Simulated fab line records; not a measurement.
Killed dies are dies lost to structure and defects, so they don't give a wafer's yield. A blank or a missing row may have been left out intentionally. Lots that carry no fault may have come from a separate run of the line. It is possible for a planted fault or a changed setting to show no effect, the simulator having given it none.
Split-lot trial | flow n5-finfet | 7 lots, 21 wafers read, on a route of 1938 steps

## SPLIT DETAILS
At N5_BEOL_M6_EXPOSE_08 (exposes mask M6), the setting dose-mj was moved away from the recipe's 68.25 on 11 of the 21 wafers read, by -6.9% to +5.3%. This setting was run at the recipe's value on the other wafers.

## FROM THE SPLIT TO THE READING: what the file shows between them, 15 steps
- N5_BEOL_M6_PEB_09: peb time 60 s
- N5_BEOL_M6_DEVELOP_10: develop time 30 s
- N5_BEOL_M6_CD_MEAS_11: target cd 38.5 nm
- N5_BEOL_M6_DESCUM_16: chemistry O2, time 7.9 s
- N5_BEOL_M6_ETCH_61: etches SiARC in CF4, target depth 45.5 nm, time 75.8 s
- N5_BEOL_M6_ETCH_62: etches SOC in N2/H2, target depth 110 nm, overetch 22 nm, time 165 s
- N5_BEOL_M6_STRIP_68: strips in N2/H2
- N5_BEOL_M6_STRIP_67: strips in CF4
- N5_BEOL_M6_HM_OPEN_17: chemistry Cl2/BCl3, target TiN, target depth 20 nm, overetch 6 nm
- N5_BEOL_M6_STRIP_19: strips in O2
- N5_BEOL_M6_CD_MEAS_18: pitch 80 nm, target cd 40 nm
- N5_BEOL_M6_COAT_63: time 60 s, resist thk 60 nm
- N5_BEOL_M6_COAT_64: time 60 s, resist thk 12 nm
- N5_BEOL_M6_PRECLEAN_42: cleans in residue remover, time 60 s
- N5_BEOL_M6_SRD_43: time 30 s

## THE READING
cd-nm, in nm, at N5_BEOL_M6_CD_MEAS_35 (target cd 40 nm, target cd y 28 nm). Fault-free wafers of this fab line usually give 39.9 nm, standard deviation 0.47 nm.

wafer  | tool, chamber at the split | dose-mj as run | against the recipe | cd-nm, nm | against lot-mates on the recipe
L079.1 | arfi-scanner-01, 0         | 63.59          | -6.8%              | 36.5      | no lot-mate on the recipe
L079.2 | arfi-scanner-01, 0         | 63.59          | -6.8%              | 37.1      | no lot-mate on the recipe
L079.3 | arfi-scanner-01, 0         | 63.59          | -6.8%              | 36.5      | no lot-mate on the recipe
L080.3 | arfi-scanner-03, 0         | 68.25          | recipe             | 39.7      | -
L080.4 | arfi-scanner-03, 0         | 71.72          | +5.1%              | 42.1      | +2.6
L080.6 | arfi-scanner-03, 0         | 68.25          | recipe             | 39.3      | -
L081.1 | arfi-scanner-01, 0         | 63.96          | -6.3%              | 37.1      | -3.5
L081.4 | arfi-scanner-01, 0         | 68.25          | recipe             | 40.4      | -
L081.6 | arfi-scanner-01, 0         | 68.25          | recipe             | 40.9      | -
L082.2 | arfi-scanner-02, 0         | 71.9           | +5.3%              | 42.3      | +3.7
L082.3 | arfi-scanner-02, 0         | 68.25          | recipe             | 38.6      | -
L082.4 | arfi-scanner-02, 0         | 71.9           | +5.3%              | 41.8      | +3.2
L088.3 | arfi-scanner-01, 0         | 63.57          | -6.9%              | 36.8      | -2.6
L088.4 | arfi-scanner-01, 0         | 63.57          | -6.9%              | 36.5      | -2.9
L088.6 | arfi-scanner-01, 0         | 68.25          | recipe             | 39.4      | -
L097.4 | arfi-scanner-03, 0         | 64.47          | -5.5%              | 37.2      | -3.1
L097.5 | arfi-scanner-03, 0         | 68.25          | recipe             | 40.3      | -
L097.6 | arfi-scanner-03, 0         | 64.47          | -5.5%              | 37.1      | -3.2
L096.1 | arfi-scanner-01, 0         | 68.25          | recipe             | 39.9      | -
L096.5 | arfi-scanner-01, 0         | 68.25          | recipe             | 40.2      | -
L096.6 | arfi-scanner-01, 0         | 68.25          | recipe             | 39.6      | -

THE FIT
A straight line over all 21 wafers: cd-nm changes by +0.45 nm for each +1% of dose-mj; r = +0.97; the points scatter about the line by 0.48 nm.
The same after taking each lot's own level away (the mean of its wafers on the recipe; 18 wafers): +0.529 nm for each +1%; r = +0.98; scatter 0.41 nm.
On that fit, the largest move of dose-mj shifts the reading by 3.6 nm.
Measured against the standard deviation above, the lots' own levels, which go from 38.60 to 40.65 nm, span 4.4 times it.
Hence the slope depends on the lot-to-lot level, as the two fits are not the same.
Check: -3.71 nm against its lot-mates is what the line predicts for one of the wafers moved furthest among these (-6.9%) when that wafer is left out of the fit. It came out at -2.6 nm against them.

## THE WHOLE CHAIN: every reading that the file lists as answering this split, in the file's order
step                  | what it does                                                         | reading                                                               | change (the file's fit)               | r (the file's)
N5_BEOL_M6_CD_MEAS_11 | target cd 38.5 nm                                                    | cd-nm                                                                 | +0.484 nm for each +1% of the setting | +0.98
N5_BEOL_M6_ETCH_61    | etches SiARC in CF4, target depth 45.5 nm, time 75.8 s               | BEOL_M6.cd-offset-nm (the simulator's own value, which no gauge read) | +0.501 nm for each +1% of the setting | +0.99
N5_BEOL_M6_ETCH_62    | etches SOC in N2/H2, target depth 110 nm, overetch 22 nm, time 165 s | BEOL_M6.cd-offset-nm (the simulator's own value, which no gauge read) | +0.512 nm for each +1% of the setting | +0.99
N5_BEOL_M6_CD_MEAS_18 | pitch 80 nm, target cd 40 nm                                         | cd-nm                                                                 | +0.537 nm for each +1% of the setting | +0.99
N5_BEOL_M6_CD_MEAS_35 | target cd 40 nm, target cd y 28 nm                                   | cd-nm                                                                 | +0.523 nm for each +1% of the setting | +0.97

## FILE'S OWN FIT
cd-nm changes by +0.523 nm for each +1% of dose-mj, r = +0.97.
